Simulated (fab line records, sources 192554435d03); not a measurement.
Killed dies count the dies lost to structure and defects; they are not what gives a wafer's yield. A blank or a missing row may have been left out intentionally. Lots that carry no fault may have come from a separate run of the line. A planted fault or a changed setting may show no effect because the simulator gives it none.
Matching of chambers | flow n5_finfet | pecvd-02 running N5_FIN_SAQP_PECVD_47: 3 sister chambers
The step deposits a-Si from SiH4/He, target thk 45 nm, time 36.3 s. 3 wafers are shown with their chamber, then 10 later ones without.

## WAFERS, EACH WITH ITS CHAMBER
wafer  | chamber | showerhead_plenum_p_Torr (Torr)
L080.3 | 0       | 5.639
L089.2 | 2       | 5.618
L089.4 | 1       | 5.659

## WAFERS WITHOUT THEIR CHAMBER
wafer  | showerhead_plenum_p_Torr (Torr)
L089.5 | 5.653
L091.2 | 5.631
L091.4 | 5.658
L091.5 | 5.640
L092.1 | 5.629
L092.2 | 5.674
L092.3 | 5.630
L097.2 | 5.672
L097.4 | 5.652
L097.6 | 5.636

## WHICH CHAMBER EACH WENT THROUGH
wafer  | from the rows above     | in truth
L089.5 | can't be placed: 1 or 0 | 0
L091.2 | can't be placed: 0 or 2 | 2
L091.4 | 1                       | 1
L091.5 | 0                       | 0
L092.1 | can't be placed: 0 or 2 | 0
L092.2 | 1                       | 1
L092.3 | can't be placed: 0 or 2 | 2
L097.2 | 1                       | 1
L097.4 | can't be placed: 1 or 0 | 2
L097.6 | can't be placed: 0 or 2 | 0
Correct placement for 4 of the 10. Unplaceable from these rows: 6, with the true chamber sitting among the candidates in 5. Wrongly placed: 0.
How it was worked out, from the rows above alone: a wafer's distance from a chamber is the root of the sum, over the readings, of the square of ((its reading less the chamber's mean) divided by the reading's scatter). If the next closest chamber is less than 2 further off than the closest, the wafer can't be placed; otherwise it belongs to the closest. Each chamber's mean is taken over the wafers shown for it. The scatter: root of mean squared gap, hidden wafer to nearest shown wafer, with one shown wafer a chamber.
